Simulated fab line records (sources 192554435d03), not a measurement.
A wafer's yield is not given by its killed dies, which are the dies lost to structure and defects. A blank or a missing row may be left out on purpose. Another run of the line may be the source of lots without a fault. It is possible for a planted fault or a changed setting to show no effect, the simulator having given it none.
Matching of chambers | flow n5_finfet | 3 sister chambers for N5_BEOL_M5_CO_CAP_78 on cvd_co-01
The step material Co, precursor CCTBA/H2, target thk 2 nm, time 102.1 s. 22 wafers are shown with their chamber, then 11 later ones without.

EACH WAFER AND ITS CHAMBER
wafer  | chamber | heater_power_w (W)
L075.3 | 1       | 243
L075.4 | 1       | 245
L075.6 | 2       | 246
L074.1 | 0       | 253
L074.2 | 2       | 247
L074.4 | 0       | 256
L076.2 | 2       | 243
L076.3 | 0       | 257
L076.5 | 2       | 244
L077.4 | 2       | 240
L077.5 | 0       | 252
L077.6 | 1       | 246
L079.2 | 0       | 245
L079.3 | 2       | 251
L079.6 | 1       | 242
L080.2 | 1       | 245
L080.3 | 2       | 241
L080.6 | 1       | 247
L081.2 | 0       | 254
L081.5 | 0       | 250
L081.6 | 2       | 243
L084.2 | 2       | 246

SIGNATURES, as means of the wafers listed above
reading        | chamber 0 | chamber 1 | chamber 2 | scatter within a chamber
heater_power_w | 252.43    | 244.67    | 244.56    | 3.29
Rule: for a wafer and a chamber, the distance is found by dividing, reading by reading, the gap between the wafer's reading and the chamber's mean by the reading's scatter, squaring, summing and taking the root. If the next closest chamber is less than 2 further off than the closest, the wafer can't be placed; otherwise it belongs to the closest. How the scatter is found: for the shown wafers, subtract from each reading the mean of its chamber, square and add these, divide the total by (wafers less chambers), then take the root.

WAFERS WITH NO CHAMBER GIVEN
wafer  | heater_power_w (W)
L084.3 | 242
L084.6 | 257
L085.1 | 240
L085.3 | 240
L085.4 | 247
L095.4 | 251
L095.5 | 244
L095.6 | 244
L096.4 | 244
L096.5 | 256
L096.6 | 249

THE CHAMBER EACH PASSED THROUGH
wafer  | from the rows above          | in truth
L084.3 | can't be placed: 2 or 1      | 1
L084.6 | 0                            | 0
L085.1 | can't be placed: 2 or 1      | 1
L085.3 | can't be placed: 2 or 1      | 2
L085.4 | can't be placed: 1 or 2 or 0 | 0
L095.4 | can't be placed: 0 or 1 or 2 | 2
L095.5 | can't be placed: 2 or 1      | 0
L095.6 | can't be placed: 2 or 1      | 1
L096.4 | can't be placed: 2 or 1      | 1
L096.5 | 0                            | 0
L096.6 | can't be placed: 0 or 1 or 2 | 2
Correct placement for 2 of the 11. Unplaceable from these rows: 9, with the true chamber sitting among the candidates in 8. Wrongly placed: 0.
